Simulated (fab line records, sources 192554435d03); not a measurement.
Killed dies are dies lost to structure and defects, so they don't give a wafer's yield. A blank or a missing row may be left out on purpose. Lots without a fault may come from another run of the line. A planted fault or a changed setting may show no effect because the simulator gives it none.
A struck lot beside a sound one | flow n5_finfet | 37 steps out of a route of 1938
Sound: wafers L432.4, L432.5, L432.6. Struck: wafers L427.3, L427.4, L427.5. The cause comes at the end.
At each step with rows: each side's tool, then ch and its chambers, then its first start. Under that, the readings that differ: sound wafers | struck wafers | difference of the means | sigmas: that difference in standard deviations of wafers without a fault.
alike: readings whose means differ by less than 2 such deviations, and words and numbers that are the same on both sides. not compared: withheld readings, readings that some wafer has no value for, bounds like >300 that may hide the same value, and numbers for which the record gives no deviation and whose values overlap.
The two part at a step that has a row with sigmas, a row that says differs or no value, or rows on one side only. Numbers that don't overlap but have no deviation are shown without sigmas and don't part them. A reading that every wafer of one side lacks parts them only if that side has two wafers or more.

first, 9 steps without rows for these wafers: N5_WELL_APT_SOFTBAKE_20 (time 60 s); N5_WELL_APT_EXPOSE_22 (exposes mask PWELL, defocus 0 nm, target cd 200 nm); N5_WELL_APT_PEB_23 (peb time 90 s); N5_WELL_APT_DEVELOP_24 (develop time 45 s); N5_WELL_APT_HARDBAKE_29 (time 120 s); N5_WELL_APT_DESCUM_30 (chemistry O2, time 7.9 s); N5_WELL_APT_IMPLANT_31; N5_WELL_APT_IMPLANT_32; N5_WELL_APT_STRIP_33 (strips in SPM, time 900 s).
N5_WELL_APT_RTA_34: time 10 s.
  sound on rtp_anneal-01 ch 0, day 7 05:04; struck on rtp_anneal-02 ch 0, day 5 22:09
  reading             | sound                | struck               | difference | sigmas
  lamp_power_pct (%)  | 12.99 13.02 12.98    | 11.65 11.73 11.72    | -1.30      | -24
  lamp_zone_1_pct (%) | 12.997 13.024 12.981 | 11.690 11.706 11.688 | -1.306     | -50
  lamp_zone_2_pct (%) | 12.980 13.013 12.993 | 11.722 11.733 11.719 | -1.271     | -45
  lamp_zone_3_pct (%) | 12.926 13.042 13.011 | 11.723 11.690 11.753 | -1.271     | -49
  lamp_zone_4_pct (%) | 13.024 12.971 13.015 | 11.723 11.774 11.661 | -1.284     | -46
  lamp_zone_5_pct (%) | 13.007 12.958 12.966 | 11.673 11.708 11.682 | -1.289     | -44
  lamp_zone_6_pct (%) | 12.922 12.885 12.968 | 11.662 11.593 11.660 | -1.287     | -44
  lamp_zone_7_pct (%) | 13.427 13.461 13.452 | 12.137 12.040 12.119 | -1.348     | -46
  alike: wafer_temp_C_max
then, 25 steps without rows for these wafers: N5_WELL_APT_OXIDE_STRIP_42 (strips SiO2 in dHF, time 45 s, target depth 12 nm); N5_WELL_APT_PRECLEAN_36 (cleans in O3/DIW, time 45 s); N5_WELL_APT_PRECLEAN_39 (cleans in dHF, time 60 s); N5_WELL_APT_SRD_37 (time 30 s); N5_WELL_APT_EPI_41 (deposits Si from SiH4/H2, target thk 50 nm, time 297.7 s); N5_PMOS_HMC_CHANNEL_EPI_HM_DEP_34 (deposits SiO2 from TEOS/O2, target thk 36 nm, time 6.9 s); N5_PMOS_HMC_CHANNEL_EPI_COAT_31 (time 60 s, resist thk 66 nm); N5_PMOS_HMC_CHANNEL_EPI_COAT_03 (resist thk 205 nm); N5_PMOS_HMC_CHANNEL_EPI_EBR_05; N5_PMOS_HMC_CHANNEL_EPI_SOFTBAKE_04 (time 60 s); N5_PMOS_HMC_CHANNEL_EPI_EXPOSE_06 (exposes mask PMOS HMC BLK, target cd 240 nm); N5_PMOS_HMC_CHANNEL_EPI_PEB_07 (peb time 60 s); N5_PMOS_HMC_CHANNEL_EPI_DEVELOP_08 (develop time 30 s); N5_PMOS_HMC_CHANNEL_EPI_DESCUM_14 (chemistry O2, time 7.9 s); N5_PMOS_HMC_CHANNEL_EPI_ETCH_32 (etches BARC in N2/H2, stops on SiO2, target depth 85.8 nm, time 50.3 s); N5_PMOS_HMC_CHANNEL_EPI_HM_OPEN_15 (chemistry CHF3/O2, target SiO2, target depth 40.6 nm, time 20.3 s); N5_PMOS_HMC_CHANNEL_EPI_STRIP_33 (strips in N2/H2); N5_PMOS_HMC_CHANNEL_EPI_STRIP_17 (strips in SPM, time 750 s); N5_PMOS_HMC_CHANNEL_EPI_ETCH_38 (etches SiO2 in CF4, target depth 1.5 nm); N5_PMOS_HMC_CHANNEL_EPI_FIN_RECESS_16 (chemistry HBr/Cl2, target Si, target depth 54 nm, time 18 s); N5_PMOS_HMC_CHANNEL_EPI_PRECLEAN_36 (cleans in O3/DIW, time 45 s); N5_PMOS_HMC_CHANNEL_EPI_PRECLEAN_18 (cleans in DHF, time 30 s); N5_PMOS_HMC_CHANNEL_EPI_SRD_19 (time 30 s); N5_PMOS_HMC_CHANNEL_EPI_EPI_20 (deposits SiGe30, target thk 59 nm); N5_PMOS_HMC_CHANNEL_EPI_HM_STRIP_35 (strips SiO2 in dHF, material SiO2, target depth 39.6 nm, time 216 s).
-- the record jumps here: 6 days lie between the struck wafers' starts before and after (it left off in module PMOS_HMC_CHANNEL_EPI and takes up again in module BEOL_M4, whose first step shown is number 1111 of the route) --
N5_BEOL_M4_RC_MEAS_101:
  sound on prober-01 ch 0, day 13 18:43; struck on prober-02 ch 0, day 12 03:14
  reading             | sound                      | struck                     | difference | sigmas
  IOFF_N_LONG (nA/um) | 5.76e-05 5.82e-05 5.49e-05 | 6.89e-05 6.76e-05 6.93e-05 | +1.17e-05  | +4
  alike: DIBL_N, DIBL_P, IOFF_N, IOFF_P, ION_N, ION_P, SS_N, SS_P, VT_N, VT_P
-- the record jumps here: 4 days lie between the struck wafers' starts before and after (it left off in module BEOL_M4 and takes up again in module PASSIVATION, whose first step shown is number 1936 of the route) --
N5_PASSIVATION_PROBE_49:
  sound on prober-01, day 18 00:33; struck on prober-01, day 16 14:02
  alike: defect_limited_yield, killed_at_M0_to_M3, killed_at_M4_up, killed_at_contacts, killed_at_front_end, killed_at_other, killed_dies, killed_open, killed_short, sort_bin_5_function, sort_bin_6_memory, sort_n_pass, sort_yield_pct

WHERE THEY PART
First at N5_WELL_APT_RTA_34; last, within this record, at N5_BEOL_M4_RC_MEAS_101. Later steps at which nothing parts them and some readings are alike: N5_PASSIVATION_PROBE_49.

WHY: what the simulator had put in
Process parameter drift: rtp_anneal-02, from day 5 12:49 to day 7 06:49, at N5_WELL_APT_RTA_34. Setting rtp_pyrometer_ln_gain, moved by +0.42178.
